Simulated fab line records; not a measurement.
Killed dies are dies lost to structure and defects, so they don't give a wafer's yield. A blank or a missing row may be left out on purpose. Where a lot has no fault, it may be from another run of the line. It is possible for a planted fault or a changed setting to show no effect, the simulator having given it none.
Comparing a struck lot with a sound one / flow n5_finfet / 14 steps out of a route of 1938
Sound: the wafers L391.1, L391.3, L391.6. Wafers struck: L388.2, L388.3, L388.6. At the end, the cause is stated.
Each step with rows lists, per side, the tool, then ch with its chambers, then its first start. Under that, the readings that differ: sound wafers / struck wafers / difference of the means / sigmas: that difference in standard deviations of wafers without a fault.
alike: words and numbers the same on both sides, and readings whose means are apart by under 2 such deviations; not compared: readings that were withheld, readings missing a value for some wafer, numbers with overlapping values and no deviation given by the record, and bounds like >300 which may hide the same value.
A row with sigmas, a row that says differs or no value, or rows on one side alone: a step with any of these is where the two part. Numbers that don't overlap but have no deviation are shown without sigmas and don't part them. A reading missing from all wafers of one side parts the sides only when that side holds two or more wafers.

N5_BEOL_M1_RS_MEAS_58: measures by four-point-probe.
  sound: film_metro-01 at day 10 17:25; struck: film_metro-02 at day 10 04:37
  alike: M1_RS
N5_BEOL_M1_INSPECT_59: inspects for defects (darkfield).
  sound: defect_inspect-01 at day 10 17:26; struck: defect_inspect-02 at day 10 04:38
reading=raw_defect_count; sound=136 115 91; struck=64 66 75; difference=-46; sigmas=-2
N5_BEOL_M2_ILD_DEP_00: deposits SiOC from DEMS/O2, target thk 79 nm, time 15.3 s.
  sound on pecvd-01 ch 0,1, day 10 17:29; struck on pecvd-02 ch 0, day 10 04:40
  alike: heater_power_w, showerhead_plenum_p_Torr, throttle_valve_pct
N5_BEOL_M2_THK_MEAS_01:
  sound: film_metro-02 at day 10 17:33; struck: film_metro-02 at day 10 04:46
  alike: M2_ILD_THK
N5_BEOL_M2_PECVD_72: deposits SiO2 from TEOS/O2, target thk 16 nm, time 18 s.
  sound on pecvd-03 ch 0,1, day 10 17:35; struck on pecvd-03 ch 1,2, day 10 04:47
  alike: heater_power_w, showerhead_plenum_p_Torr, throttle_valve_pct
N5_BEOL_M2_HM_DEP_02: deposits TiN, target thk 20 nm.
  sound: pvd_sputter-03 at day 10 18:42; struck: pvd_sputter-02 at day 10 05:25
  alike: throttle_valve_pct
then, 6 steps without rows for these wafers: N5_BEOL_M2_COAT_61 (time 60 s, resist thk 60 nm); N5_BEOL_M2_COAT_62 (time 60 s, resist thk 12 nm); N5_BEOL_M2_COAT_73 (time 60 s, resist thk 5 nm); N5_BEOL_M2_COAT_05 (resist thk 30 nm); N5_BEOL_M2_EBR_07; N5_BEOL_M2_SOFTBAKE_06 (time 60 s).
N5_BEOL_M2_EXPOSE_08: exposes mask M2.
  sound on euv_scanner-02 ch 0, day 10 18:58; struck on euv_scanner-02, day 10 05:41
  no value came back on the struck wafers for dipole_opening_deg (degrees), exposure_dose_mJ_cm2; on the sound wafers dipole_opening_deg (degrees) reads 79.7 79.7 79.7
  alike: mask
then, 1 step without rows for these wafers: N5_BEOL_M2_PEB_09 (peb time 60 s).

## WHERE THEY PART
First at N5_BEOL_M1_INSPECT_59; last, within this record, at N5_BEOL_M2_EXPOSE_08.

WHY: what the simulator had put in
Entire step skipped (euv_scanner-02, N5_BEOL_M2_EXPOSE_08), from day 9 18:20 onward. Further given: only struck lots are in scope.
